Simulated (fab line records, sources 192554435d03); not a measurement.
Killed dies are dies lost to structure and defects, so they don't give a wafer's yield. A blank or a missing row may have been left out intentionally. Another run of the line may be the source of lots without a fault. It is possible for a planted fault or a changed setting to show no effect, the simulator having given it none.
Split-lot trial | flow n5Finfet | 7 lots, 39 wafers read, on a route of 1938 steps

SPLIT DETAILS
At N5_BEOL_M6_ETCH_62 (etches SOC in N2/H2, target depth 110 nm, overetch 22 nm, time 165 s), the setting timeS was moved away from the recipe's 165 s on 12 of the 39 wafers read, by -40.3% to +52.7%. All remaining wafers had this setting at the recipe value.

The split's own step is where the reading is taken.

THE READING
SiARC_of_BEOL_M6_COAT_60.thkNm (the simulator's own value, which no gauge read), in nm, at N5_BEOL_M6_ETCH_62 (etches SOC in N2/H2, target depth 110 nm, overetch 22 nm, time 165 s). No usual value for it is given in the file. The 27 wafers here that ran the recipe average 28.4 nm, standard deviation 0.21 nm.

wafer  | tool, chamber at the split | timeS as run, s | against the recipe | SiARC_of_BEOL_M6_COAT_60.thkNm, nm | against lot-mates on the recipe
L075.1 | rieDiel-03, 0              | 104.4           | -36.7%             | 31                                 | +2.4
L075.2 | rieDiel-03, 3              | 165             | recipe             | 28.6                               | -
L075.3 | rieDiel-03, 1              | 165             | recipe             | 28.4                               | -
L075.4 | rieDiel-03, 2              | 165             | recipe             | 28.8                               | -
L075.5 | rieDiel-03, 2              | 104.4           | -36.7%             | 31                                 | +2.4
L075.6 | rieDiel-03, 3              | 104.4           | -36.7%             | 31                                 | +2.4
L079.1 | rieDiel-01, 1              | 165             | recipe             | 28.4                               | -
L079.2 | rieDiel-01, 0              | 165             | recipe             | 28.4                               | -
L079.3 | rieDiel-01, 3              | 165             | recipe             | 28.4                               | -
L079.4 | rieDiel-01, 2              | 165             | recipe             | 28.6                               | -
L079.5 | rieDiel-01, 2              | 165             | recipe             | 28.4                               | -
L079.6 | rieDiel-01, 3              | 165             | recipe             | 28.4                               | -
L087.1 | rieDiel-06, 3              | 165             | recipe             | 28.8                               | -
L087.2 | rieDiel-06, 2              | 165             | recipe             | 28                                 | -
L087.3 | rieDiel-06, 0              | 98.57           | -40.3%             | 31                                 | +2.7
L087.4 | rieDiel-06, 3              | 98.57           | -40.3%             | 31.4                               | +3.1
L087.5 | rieDiel-06, 2              | 98.57           | -40.3%             | 30.8                               | +2.5
L087.6 | rieDiel-06, 0              | 165             | recipe             | 28.2                               | -
L090.1 | rieDiel-01, 3              | 165             | recipe             | 28.6                               | -
L090.2 | rieDiel-01, 2              | 121.1           | -26.6%             | 30.2                               | +1.8
L090.3 | rieDiel-01, 0              | 121.1           | -26.6%             | 30.2                               | +1.8
L090.4 | rieDiel-01, 1              | 165             | recipe             | 28.4                               | -
L090.5 | rieDiel-01, 2              | 121.1           | -26.6%             | 30.2                               | +1.8
L090.6 | rieDiel-01, 1              | 165             | recipe             | 28.2                               | -
L088.1 | rieDiel-01, 1              | 165             | recipe             | 28.4                               | -
L088.2 | rieDiel-01, 0              | 165             | recipe             | 28.4                               | -
L088.3 | rieDiel-01, 2              | 165             | recipe             | 28.4                               | -
L088.4 | rieDiel-01, 3              | 165             | recipe             | 28.6                               | -
L088.5 | rieDiel-01, 0              | 165             | recipe             | 28.2                               | -
L088.6 | rieDiel-01, 3              | 165             | recipe             | 28.8                               | -
L091.1 | rieDiel-06, 0              | 252             | +52.7%             | 24.6                               | -3.7
L091.2 | rieDiel-06, 1              | 165             | recipe             | 28.2                               | -
L091.3 | rieDiel-06, 3              | 165             | recipe             | 28.6                               | -
L091.4 | rieDiel-06, 2              | 165             | recipe             | 28                                 | -
L091.5 | rieDiel-06, 1              | 252             | +52.7%             | 24.4                               | -3.9
L091.6 | rieDiel-06, 2              | 252             | +52.7%             | 24.2                               | -4.1
L095.2 | rieDiel-03, 1              | 165             | recipe             | 28.4                               | -
L095.4 | rieDiel-03, 1              | 165             | recipe             | 28.4                               | -
L095.6 | rieDiel-03, 0              | 165             | recipe             | 28.6                               | -

THE FIT
A straight line over all 39 wafers: SiARC_of_BEOL_M6_COAT_60.thkNm changes by -0.0717 nm for each +1% of timeS; r = -0.99; the points scatter about the line by 0.22 nm.
The same after taking each lot's own level away (the mean of its wafers on the recipe; 39 wafers): -0.07 nm for each +1%; r = -0.99; scatter 0.19 nm.
That fit puts the effect of the largest move of timeS on the reading at 3.7 nm.
From 28.27 to 28.60 nm: that is the span of the lots' own levels, equal to 1.6 times the standard deviation above.
The two slopes agree, so the slope changes little with the lot-to-lot level.
Check: for one of the wafers moved furthest among these (+52.7%), held out of the fit, the line's prediction against its lot-mates is -3.74 nm. It came out at -3.67 nm against them.

FURTHER SPLITS ON THESE WAFERS
These wafers also went through other splits before the reading. Each is held against what the fit with the lots' levels taken away leaves over:
other split on the same wafers            | wafers away from the commonest value | r with SiARC_of_BEOL_M6_COAT_60.thkNm (lot level and that fit taken away)
N5_SD_EPI_N_EPI_21 epiGrowthTimeS         | 12                                   | +0.47
N5_MOL_CONTACT_COAG_CONTACT_ETCH_14 timeS | 15                                   | +0.01
N5_BEOL_M3_ILD_DEP_00 targetThkA          | 18                                   | -0.23
N5_BEOL_M3_TRENCH_ETCH_37 timeS           | 18                                   | +0.10

THE WHOLE CHAIN: every reading that the file lists as answering this split, in the file's order
step                  | what it does                                                         | reading                                                                         | change (the file's fit)                                                              | r (the file's)
N5_BEOL_M6_ETCH_62    | etches SOC in N2/H2, target depth 110 nm, overetch 22 nm, time 165 s | etch.depthNm (the simulator's own value, which no gauge read)                   | not straight: 78.69 at the lowest setting, 99.92 at the recipe, 99.61 at the highest | not given
N5_BEOL_M6_ETCH_62    | etches SOC in N2/H2, target depth 110 nm, overetch 22 nm, time 165 s | SiARC_of_BEOL_M6_COAT_60.thkNm (the simulator's own value, which no gauge read) | -0.0697 nm for each +1% of the setting                                               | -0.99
N5_BEOL_M6_HM_OPEN_17 | chemistry Cl2/BCl3, target TiN, target depth 20 nm, overetch 6 nm    | oesProductAu                                                                    | not straight: 0.32 at the lowest setting, 0.69 at the recipe, 0.55 at the highest    | not given

THE FILE'S OWN FIT
SiARC_of_BEOL_M6_COAT_60.thkNm changes by -0.0697 nm for each +1% of timeS, r = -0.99.
